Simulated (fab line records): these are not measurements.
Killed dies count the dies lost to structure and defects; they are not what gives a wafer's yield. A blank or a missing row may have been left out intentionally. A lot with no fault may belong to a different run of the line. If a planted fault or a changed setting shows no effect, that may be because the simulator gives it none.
Matching of chambers | flow n5-finfet | ald-sin-03 running N5_BEOL_M1_ALD_98: 4 sister chambers
The step deposits SiO2, target thk 2.5 nm, pulse time 1 s, co reactant pulse time 1 s. 8 wafers are shown with their chamber, then 10 later ones without.

EACH WAFER AND ITS CHAMBER
wafer  | chamber | heater-power-w (W) | precursor-pulse-height-rel
L078.3 | 0       | 78                 | 0.985
L087.1 | 2       | 81                 | 1.013
L087.2 | 1       | 67                 | 0.993
L088.1 | 3       | 88                 | 0.992
L088.2 | 2       | 83                 | 1.001
L088.3 | 1       | 69                 | 0.992
L089.1 | 0       | 80                 | 0.996
L089.3 | 3       | 90                 | 1.000

WAFERS MISSING THEIR CHAMBER
wafer  | heater-power-w (W) | precursor-pulse-height-rel
L089.4 | 66                 | 1.003
L090.2 | 81                 | 1.003
L090.3 | 67                 | 0.990
L090.5 | 78                 | 1.029
L092.2 | 88                 | 1.014
L092.4 | 80                 | 0.979
L092.6 | 83                 | 1.007
L096.2 | 68                 | 1.000
L096.3 | 81                 | 0.984
L096.5 | 67                 | 0.988

WHICH CHAMBER EACH ONE RAN IN
wafer  | from the rows above     | in truth
L089.4 | 1                       | 1
L090.2 | can't be placed: 2 or 0 | 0
L090.3 | 1                       | 1
L090.5 | can't be placed: 2 or 0 | 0
L092.2 | can't be placed: 3 or 2 | 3
L092.4 | 0                       | 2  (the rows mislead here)
L092.6 | 2                       | 2
L096.2 | 1                       | 1
L096.3 | can't be placed: 0 or 2 | 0
L096.5 | 1                       | 1
Correctly placed: 5 of 10. Cannot be placed on the basis of these rows: 4; the candidates contain the true chamber in 4. Wrongly placed: 1.
How it was worked out, from the rows above alone: a wafer's distance from a chamber is the root of the sum, over the readings, of the square of ((its reading less the chamber's mean) divided by the reading's scatter). The wafer belongs to the nearest chamber; if the next one is less than 2 further off, it can't be placed. A chamber's mean is the mean of its shown wafers. The scatter: the root of (the sum of the squares of (reading less its chamber's mean) over the shown wafers, divided by (wafers less chambers)).
